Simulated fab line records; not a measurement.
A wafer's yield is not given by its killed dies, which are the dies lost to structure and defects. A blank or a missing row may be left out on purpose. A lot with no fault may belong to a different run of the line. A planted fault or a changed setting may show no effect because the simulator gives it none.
Split-lot trial || flow n5-finfet || route with 1938 steps; 7 lots, 21 wafers read

## ABOUT THE SPLIT
At N5_BEOL_M15_ILD_DEP_00 (deposits SiO2 from TEOS/O2, target thk 1629.3 nm, time 346.1 s), the setting time-s was moved away from the recipe's 346.1 s on 10 of the 21 wafers read, by -7.5% to +11.3%. All remaining wafers had this setting at the recipe value.

No step appears in the file between the split and the reading.

## THE READING
M15_ILD_THK in nanometres, read at N5_BEOL_M15_THK_MEAS_01. A value of 1633 nm with a standard deviation of 19 nm is what fault-free wafers of this fab line usually give.

{"wafer": "L074.2", "tool, chamber at the split": "pecvd-01, 2", "time-s as run, s": 346.1, "against the recipe": "recipe", "M15_ILD_THK, nm": 1609, "against lot-mates on the recipe": "-"}
{"wafer": "L074.4", "tool, chamber at the split": "pecvd-01, 2", "time-s as run, s": 333, "against the recipe": "-3.8%", "M15_ILD_THK, nm": 1581, "against lot-mates on the recipe": -47}
{"wafer": "L074.5", "tool, chamber at the split": "pecvd-01, 0", "time-s as run, s": 346.1, "against the recipe": "recipe", "M15_ILD_THK, nm": 1647, "against lot-mates on the recipe": "-"}
{"wafer": "L075.1", "tool, chamber at the split": "pecvd-03, 0", "time-s as run, s": 346.1, "against the recipe": "recipe", "M15_ILD_THK, nm": 1609, "against lot-mates on the recipe": "-"}
{"wafer": "L075.2", "tool, chamber at the split": "pecvd-03, 2", "time-s as run, s": 346.1, "against the recipe": "recipe", "M15_ILD_THK, nm": 1623, "against lot-mates on the recipe": "-"}
{"wafer": "L075.5", "tool, chamber at the split": "pecvd-03, 0", "time-s as run, s": 346.1, "against the recipe": "recipe", "M15_ILD_THK, nm": 1660, "against lot-mates on the recipe": "-"}
{"wafer": "L079.1", "tool, chamber at the split": "pecvd-01, 2", "time-s as run, s": 320.1, "against the recipe": "-7.5%", "M15_ILD_THK, nm": 1488, "against lot-mates on the recipe": -128}
{"wafer": "L079.2", "tool, chamber at the split": "pecvd-01, 1", "time-s as run, s": 320.1, "against the recipe": "-7.5%", "M15_ILD_THK, nm": 1492, "against lot-mates on the recipe": -124}
{"wafer": "L079.4", "tool, chamber at the split": "pecvd-01, 2", "time-s as run, s": 346.1, "against the recipe": "recipe", "M15_ILD_THK, nm": 1616, "against lot-mates on the recipe": "-"}
{"wafer": "L088.1", "tool, chamber at the split": "pecvd-04, 2", "time-s as run, s": 385.2, "against the recipe": "+11.3%", "M15_ILD_THK, nm": 1791, "against lot-mates on the recipe": "+175"}
{"wafer": "L088.2", "tool, chamber at the split": "pecvd-04, 1", "time-s as run, s": 346.1, "against the recipe": "recipe", "M15_ILD_THK, nm": 1616, "against lot-mates on the recipe": "-"}
{"wafer": "L088.6", "tool, chamber at the split": "pecvd-04, 1", "time-s as run, s": 385.2, "against the recipe": "+11.3%", "M15_ILD_THK, nm": 1826, "against lot-mates on the recipe": "+210"}
{"wafer": "L091.1", "tool, chamber at the split": "pecvd-04, 2", "time-s as run, s": 382.9, "against the recipe": "+10.6%", "M15_ILD_THK, nm": 1750, "against lot-mates on the recipe": "+122"}
{"wafer": "L091.5", "tool, chamber at the split": "pecvd-04, 0", "time-s as run, s": 346.1, "against the recipe": "recipe", "M15_ILD_THK, nm": 1628, "against lot-mates on the recipe": "-"}
{"wafer": "L091.6", "tool, chamber at the split": "pecvd-04, 2", "time-s as run, s": 382.9, "against the recipe": "+10.6%", "M15_ILD_THK, nm": 1792, "against lot-mates on the recipe": "+164"}
{"wafer": "L093.2", "tool, chamber at the split": "pecvd-04, 0,1", "time-s as run, s": 327.1, "against the recipe": "-5.5%", "M15_ILD_THK, nm": 1526, "against lot-mates on the recipe": -115}
{"wafer": "L093.3", "tool, chamber at the split": "pecvd-04, 0,1", "time-s as run, s": 327.1, "against the recipe": "-5.5%", "M15_ILD_THK, nm": 1526, "against lot-mates on the recipe": -115}
{"wafer": "L093.5", "tool, chamber at the split": "pecvd-04, 2", "time-s as run, s": 346.1, "against the recipe": "recipe", "M15_ILD_THK, nm": 1641, "against lot-mates on the recipe": "-"}
{"wafer": "L094.1", "tool, chamber at the split": "pecvd-03, 1", "time-s as run, s": 385.1, "against the recipe": "+11.3%", "M15_ILD_THK, nm": 1815, "against lot-mates on the recipe": "+170"}
{"wafer": "L094.2", "tool, chamber at the split": "pecvd-03, 0", "time-s as run, s": 346.1, "against the recipe": "recipe", "M15_ILD_THK, nm": 1630, "against lot-mates on the recipe": "-"}
{"wafer": "L094.5", "tool, chamber at the split": "pecvd-03, 1", "time-s as run, s": 346.1, "against the recipe": "recipe", "M15_ILD_THK, nm": 1660, "against lot-mates on the recipe": "-"}
If several chambers appear in one row, that row covers several wafers at once and the file leaves open which wafer was in which chamber.

FIT RESULTS
A straight line over all 21 wafers: M15_ILD_THK changes by +15.9 nm for each +1% of time-s; r = +0.98; the points scatter about the line by 20 nm.
The same after taking each lot's own level away (the mean of its wafers on the recipe; 21 wafers): +16 nm for each +1%; r = +0.98; scatter 20 nm.
On that fit, the largest move of time-s shifts the reading by 1.8e+02 nm.
The span of the lots' own levels, 1616.0 to 1645.0 nm, comes to 1.5 times the standard deviation stated above.
So the lot-to-lot level changes the slope little: the two slopes agree.
Check: for one of the wafers moved furthest among these (+11.3%), held out of the fit, the line's prediction against its lot-mates is +177 nm. It came out at +175 nm against them.

## ADDITIONAL SPLITS CARRIED BY THESE WAFERS
Note: prior to the reading, these wafers also went through further splits. Each is held against what the fit with the lots' levels taken away leaves over:
{"other split on the same wafers": "N5_BEOL_M11_COAT_59 spin-rpm", "wafers away from the commonest value": 6, "r with M15_ILD_THK (lot level and that fit taken away)": "+0.18"}
{"other split on the same wafers": "N5_BEOL_M11_DESCUM_16 time-s", "wafers away from the commonest value": 8, "r with M15_ILD_THK (lot level and that fit taken away)": -0.07}
{"other split on the same wafers": "N5_BEOL_M13_ETCH_67 bias-w", "wafers away from the commonest value": 4, "r with M15_ILD_THK (lot level and that fit taken away)": "+0.40"}
{"other split on the same wafers": "N5_BEOL_M14_PEB_26 peb-temp-c", "wafers away from the commonest value": 5, "r with M15_ILD_THK (lot level and that fit taken away)": "+0.09"}
{"other split on the same wafers": "N5_BEOL_M14_DEVELOP_27 develop-time-s", "wafers away from the commonest value": 8, "r with M15_ILD_THK (lot level and that fit taken away)": "+0.03"}

## THE WHOLE CHAIN: every reading that the file lists as answering this split, in the file's order
{"step": "N5_BEOL_M15_ILD_DEP_00", "what it does": "deposits SiO2 from TEOS/O2, target thk 1629.3 nm, time 346.1 s", "reading": "SiO2_of_BEOL_M15_ILD_DEP_00.thk-nm (the simulator's own value, which no gauge read)", "change (the file's fit)": "+15.7 nm for each +1% of the setting", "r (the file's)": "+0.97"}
{"step": "N5_BEOL_M15_THK_MEAS_01", "what it does": "", "reading": "M15_ILD_THK", "change (the file's fit)": "+15.7 for each +1% of the setting", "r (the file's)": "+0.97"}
{"step": "N5_BEOL_M15_VIA_ETCH_16", "what it does": "etches SiO2 in C4F8/O2/Ar, target depth 1792.2 nm", "reading": "etch.depth-nm (the simulator's own value, which no gauge read)", "change (the file's fit)": "+15.7 nm for each +1% of the setting", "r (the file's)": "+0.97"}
{"step": "N5_BEOL_M15_VIA_ETCH_16", "what it does": "etches SiO2 in C4F8/O2/Ar, target depth 1792.2 nm", "reading": "coat_of_BEOL_M15_COAT_04.thk-nm (the simulator's own value, which no gauge read)", "change (the file's fit)": "-3.39 nm for each +1% of the setting", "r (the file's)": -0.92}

## FILE'S OWN FIT
M15_ILD_THK changes by +15.7 nm for each +1% of time-s, r = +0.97.
